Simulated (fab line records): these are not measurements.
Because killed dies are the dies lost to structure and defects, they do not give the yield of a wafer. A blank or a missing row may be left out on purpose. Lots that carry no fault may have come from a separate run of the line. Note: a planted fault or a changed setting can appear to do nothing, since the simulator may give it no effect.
Matching of chambers :: flow n5Finfet :: 4 sister chambers for N5_BEOL_M5_CMP_52 on cmp-04
The step polishes, stops on SiCOH lowk, t overpolish 6.9 s, target thk 62 nm. 8 wafers are shown with their chamber, then 11 later ones without.

## WAFERS WITH THEIR CHAMBER
wafer: L078.2
chamber: 0
timeToEndpointS (s): 63
motorCurrentA (A): 5.7

wafer: L081.2
chamber: 2
timeToEndpointS (s): 57
motorCurrentA (A): 6.6

wafer: L081.4
chamber: 0
timeToEndpointS (s): 63
motorCurrentA (A): 5.8

wafer: L087.6
chamber: 1
timeToEndpointS (s): 72
motorCurrentA (A): 6.1

wafer: L089.2
chamber: 3
timeToEndpointS (s): 61
motorCurrentA (A): 5.7

wafer: L089.5
chamber: 3
timeToEndpointS (s): 63
motorCurrentA (A): 6.2

wafer: L089.6
chamber: 2
timeToEndpointS (s): 56
motorCurrentA (A): 6.7

wafer: L088.1
chamber: 1
timeToEndpointS (s): 76
motorCurrentA (A): 6.1

## WAFERS MISSING THEIR CHAMBER
wafer: L088.3
timeToEndpointS (s): 59
motorCurrentA (A): 6.1

wafer: L088.6
timeToEndpointS (s): 59
motorCurrentA (A): 6.6

wafer: L091.4
timeToEndpointS (s): 64
motorCurrentA (A): 6.2

wafer: L091.5
timeToEndpointS (s): 63
motorCurrentA (A): 6.0

wafer: L091.6
timeToEndpointS (s): 56
motorCurrentA (A): 6.4

wafer: L092.2
timeToEndpointS (s): 62
motorCurrentA (A): 6.3

wafer: L092.3
timeToEndpointS (s): 69
motorCurrentA (A): 6.1

wafer: L092.5
timeToEndpointS (s): 64
motorCurrentA (A): 6.2

wafer: L097.1
timeToEndpointS (s): 73
motorCurrentA (A): 6.2

wafer: L097.2
timeToEndpointS (s): 55
motorCurrentA (A): 6.5

wafer: L097.6
timeToEndpointS (s): 71
motorCurrentA (A): 6.0

## THE CHAMBER EACH PASSED THROUGH
wafer: L088.3
from the rows above: can't be placed: 3 or 0 or 2
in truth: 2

wafer: L088.6
from the rows above: 2
in truth: 2

wafer: L091.4
from the rows above: can't be placed: 3 or 0
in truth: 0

wafer: L091.5
from the rows above: can't be placed: 3 or 0
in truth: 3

wafer: L091.6
from the rows above: 2
in truth: 2

wafer: L092.2
from the rows above: can't be placed: 3 or 0 or 2
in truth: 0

wafer: L092.3
from the rows above: can't be placed: 1 or 0 or 3
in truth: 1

wafer: L092.5
from the rows above: can't be placed: 3 or 0
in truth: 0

wafer: L097.1
from the rows above: 1
in truth: 1

wafer: L097.2
from the rows above: 2
in truth: 2

wafer: L097.6
from the rows above: 1
in truth: 1
5 of 11 placed correctly. From these rows, 6 cannot be placed; in 6 the true chamber is one of the candidates. Number placed wrongly: 0.
How it was worked out, from the rows above alone: a wafer's distance from a chamber is the root of the sum, over the readings, of the square of ((its reading less the chamber's mean) divided by the reading's scatter). The wafer belongs to the nearest chamber; if the next one is less than 2 further off, it can't be placed. For every chamber, the mean is computed from those of its wafers that are shown. The scatter: the root of (the sum of the squares of (reading less its chamber's mean) over the shown wafers, divided by (wafers less chambers)).
